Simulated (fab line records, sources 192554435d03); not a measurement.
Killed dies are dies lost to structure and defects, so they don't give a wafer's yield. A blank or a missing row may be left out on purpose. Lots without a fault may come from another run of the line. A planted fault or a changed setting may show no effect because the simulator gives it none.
Split-lot experiment | flow n5_finfet | 7 lots, 21 wafers read, on a route of 1938 steps

THE SPLIT
At N5_DUMMY_GATE_DESCUM_20 (chemistry O2, time 6.2 s), the setting time_s was moved away from the recipe's 6.2 s on 11 of the 21 wafers read, by -21.1% to +9.3%. The other wafers ran this setting at the recipe's value.

The reading is taken at the split's own step.

THE READING
CAR-EUV_of_DUMMY_GATE_COAT_09.thk_nm (the simulator's own value, which no gauge read), in nm, at N5_DUMMY_GATE_DESCUM_20 (chemistry O2, time 6.2 s). The file gives no usual value for it. The 10 wafers here that ran the recipe average 26.5 nm, standard deviation 0.098 nm.

wafer  | tool, chamber at the split | time_s as run, s | against the recipe | CAR-EUV_of_DUMMY_GATE_COAT_09.thk_nm, nm | against lot-mates on the recipe
L080.2 | rie_diel-01, 2             | 6.2              | recipe             | 26.6                                     | -
L080.3 | rie_diel-01, 1             | 6.622            | +6.8%              | 26.4                                     | -0.2
L080.6 | rie_diel-01, 0             | 6.622            | +6.8%              | 26.2                                     | -0.4
L083.4 | rie_diel-01, 3             | 6.2              | recipe             | 26.6                                     | -
L083.5 | rie_diel-01, 0,3           | 4.892            | -21.1%             | 27.2                                     | +0.6
L083.6 | rie_diel-01, 0,3           | 4.892            | -21.1%             | 27.2                                     | +0.6
L084.1 | rie_diel-06, 3,1,2         | 6.2              | recipe             | 26.6                                     | -
L084.2 | rie_diel-06, 3,1,2         | 6.2              | recipe             | 26.6                                     | -
L084.4 | rie_diel-06, 3,1,2         | 6.2              | recipe             | 26.6                                     | -
L085.1 | rie_diel-01, 0             | 5.576            | -10.1%             | 26.6                                     | +0.0
L085.3 | rie_diel-01, 2             | 5.576            | -10.1%             | 26.8                                     | +0.2
L085.4 | rie_diel-01, 3             | 6.2              | recipe             | 26.6                                     | -
L086.1 | rie_diel-02, 3             | 5.523            | -10.9%             | 26.6                                     | +0.2
L086.2 | rie_diel-02, 0             | 5.523            | -10.9%             | 26.8                                     | +0.4
L086.5 | rie_diel-02, 1             | 6.2              | recipe             | 26.4                                     | -
L088.3 | rie_diel-01, 1             | 6.774            | +9.3%              | 26.2                                     | -0.2
L088.4 | rie_diel-01, 3,2           | 6.2              | recipe             | 26.4                                     | -
L088.6 | rie_diel-01, 3,2           | 6.2              | recipe             | 26.4                                     | -
L092.2 | rie_diel-02, 2             | 6.2              | recipe             | 26.4                                     | -
L092.3 | rie_diel-02, 3             | 5.095            | -17.8%             | 27                                       | +0.6
L092.5 | rie_diel-02, 3             | 5.095            | -17.8%             | 27                                       | +0.6
Where a row lists several chambers, the file gives one row for several wafers and doesn't say which wafer went through which chamber.

THE FIT
A straight line over all 21 wafers: CAR-EUV_of_DUMMY_GATE_COAT_09.thk_nm changes by -0.0287 nm for each +1% of time_s; r = -0.93; the points scatter about the line by 0.11 nm.
The same after taking each lot's own level away (the mean of its wafers on the recipe; 21 wafers): -0.0295 nm for each +1%; r = -0.95; scatter 0.093 nm.
On that fit, the largest move of time_s shifts the reading by 0.62 nm.
The lots' own levels span 26.40 to 26.60 nm, that is 2.0 times the standard deviation above.
So the lot-to-lot level changes the slope little: the two slopes agree.
Check: with one of the wafers moved furthest among these (-21.1%) left out of the fit, the line predicts +0.601 nm for it against its lot-mates. It came out at +0.6 nm against them.

OTHER SPLITS ON THESE WAFERS
These wafers also went through other splits before the reading. Each is held against what the fit with the lots' levels taken away leaves over:
other split on the same wafers         | wafers away from the commonest value | r with CAR-EUV_of_DUMMY_GATE_COAT_09.thk_nm (lot level and that fit taken away)
N5_WELL_APT_COAT_02 spin_rpm           | 3                                    | -0.11
N5_PMOS_HMC_CHANNEL_EPI_ETCH_32 bias_w | 10                                   | -0.09
N5_FIN_CUT_EXPOSE_05 dose_mj           | 6                                    | +0.10
N5_DUMMY_GATE_EXPOSE_12 dose_mj        | 6                                    | +0.04

THE FILE'S OWN FIT
CAR-EUV_of_DUMMY_GATE_COAT_09.thk_nm changes by -0.0283 nm for each +1% of time_s, r = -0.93.
